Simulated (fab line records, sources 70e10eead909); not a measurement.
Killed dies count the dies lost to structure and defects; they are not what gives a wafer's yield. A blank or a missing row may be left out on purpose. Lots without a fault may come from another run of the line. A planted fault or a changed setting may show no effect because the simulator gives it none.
A lot that was struck, set against a sound lot ; flow nand-harc ; 15 out of 1302 route steps
Sound: these wafers, L221.2, L221.3, L221.4. Struck: wafer L242.5 (left out: L242.1, L242.4 of the same lot, which were not struck); the cause appears at the end.
At each step with rows: each side's tool, then ch and its chambers, then its first start. Under that, the readings that differ: sound wafers ; struck wafers ; difference of the means ; sigmas: that difference in standard deviations of wafers without a fault.
alike: a reading whose means differ by less than 2 such deviations, as well as words and numbers matching on both sides. not compared: withheld readings; readings where some wafer has no value; bounds like >300 that might hide an equal value; numbers whose values overlap and for which the record gives no deviation.
The two part at a step that has a row with sigmas, a row that says differs or no value, or rows on one side only. Non-overlapping numbers with no deviation appear without sigmas and do not part them. A reading missing from all wafers of one side parts the sides only when that side holds two or more wafers.

first, 6 steps without rows for these wafers: NHARC_A_CONTACT_COAT_63 (resist thk 90 nm); NHARC_A_CONTACT_SOFTBAKE_64 (time 55 s); NHARC_A_CONTACT_EBR_65; NHARC_A_CONTACT_EXPOSE_66 (exposes mask A CC 2); NHARC_A_CONTACT_PEB_67 (peb time 65 s); NHARC_A_CONTACT_DEVELOP_68 (develop time 35 s).
NHARC_A_CONTACT_CD_MEAS_69: target cd 300 nm.
  sound on cd-sem-01 ch 0, day 21 11:31; struck on cd-sem-02 ch 0, day 30 15:05
  alike: cd-nm
NHARC_A_CONTACT_OVL_MEAS_70:
  sound on overlay-01, day 21 11:37; struck on overlay-01, day 30 15:11
  alike: overlay-x-nm, overlay-y-nm
NHARC_A_CONTACT_INSPECT_71:
  sound on defect-inspect-01, day 21 11:39; struck on defect-inspect-01, day 30 15:13
reading;sound;struck;difference;sigmas
raw-defect-count;133 150 146;43;-100;-3
NHARC_A_CONTACT_DESCUM_74: chemistry O2, time 3 s.
  sound on rie-diel-12 ch 0,1,3, day 21 11:43; struck on rie-diel-12 ch 3, day 30 15:17
  alike: drypump-motor-current-A, oes-product-au, rf-vpp-V, showerhead-plenum-p-Torr, throttle-valve-pct
  not compared: rf-hours-counter-h
NHARC_A_CONTACT_ETCH_75: etches the open film in CF4, target depth 39 nm, time 65 s.
  sound on rie-diel-12 ch 0,1,2, day 21 11:47; struck on rie-diel-12 ch 3, day 30 15:23
reading;sound;struck;difference;sigmas
throttle-valve-pct (%);13.264 13.293 13.280;13.297;+0.018;+2
  alike: drypump-motor-current-A, oes-product-au, rf-vpp-V, showerhead-plenum-p-Torr
  not compared: rf-hours-counter-h
NHARC_A_CONTACT_ETCH_76: etches the open film in N2/H2, target depth 260 nm, time 475.3 s.
  sound on rie-diel-12 ch 0,1,3; struck on rie-diel-12 ch 3
  alike: drypump-motor-current-A, n2-flow-sccm, oes-product-au, rf-vpp-V, showerhead-plenum-p-Torr, throttle-valve-pct
  not compared: rf-hours-counter-h
NHARC_A_CONTACT_ETCH_77: etches the open film in CF4/CHF3, target depth 108.9 nm, time 54.5 s.
  sound on rie-diel-12 ch 0,1,3, day 21 12:14; struck on rie-diel-12 ch 2, day 30 15:48
reading;sound;struck;difference;sigmas
oes-product-au (a.u.);0.945 0.930 0.928;0.801;-0.133;-6
  alike: drypump-motor-current-A, rf-vpp-V, showerhead-plenum-p-Torr, throttle-valve-pct
  not compared: rf-hours-counter-h
NHARC_A_CONTACT_ETCH_78: etches the open film in O2/COS, target depth 5300 nm, time 1378 s.
  sound on rie-diel-12 ch 0,1,2; struck on rie-diel-12 ch 0
  alike: drypump-motor-current-A, oes-product-au, rf-vpp-V, showerhead-plenum-p-Torr, throttle-valve-pct
  not compared: rf-hours-counter-h
-- the record jumps here: 3 days lie between the struck wafers' starts before and after (it left off in module A_CONTACT and takes up again in module END, whose first step shown is number 1302 of the route) --
NHARC_END_SORT_01:
  here the record holds rows for the struck wafers (prober-02 ch 0, day 33 08:05) but none for the sound ones

== WHERE THEY PART ==
First at NHARC_A_CONTACT_INSPECT_71; last, within this record, at NHARC_END_SORT_01.

WHY: what the simulator had put in
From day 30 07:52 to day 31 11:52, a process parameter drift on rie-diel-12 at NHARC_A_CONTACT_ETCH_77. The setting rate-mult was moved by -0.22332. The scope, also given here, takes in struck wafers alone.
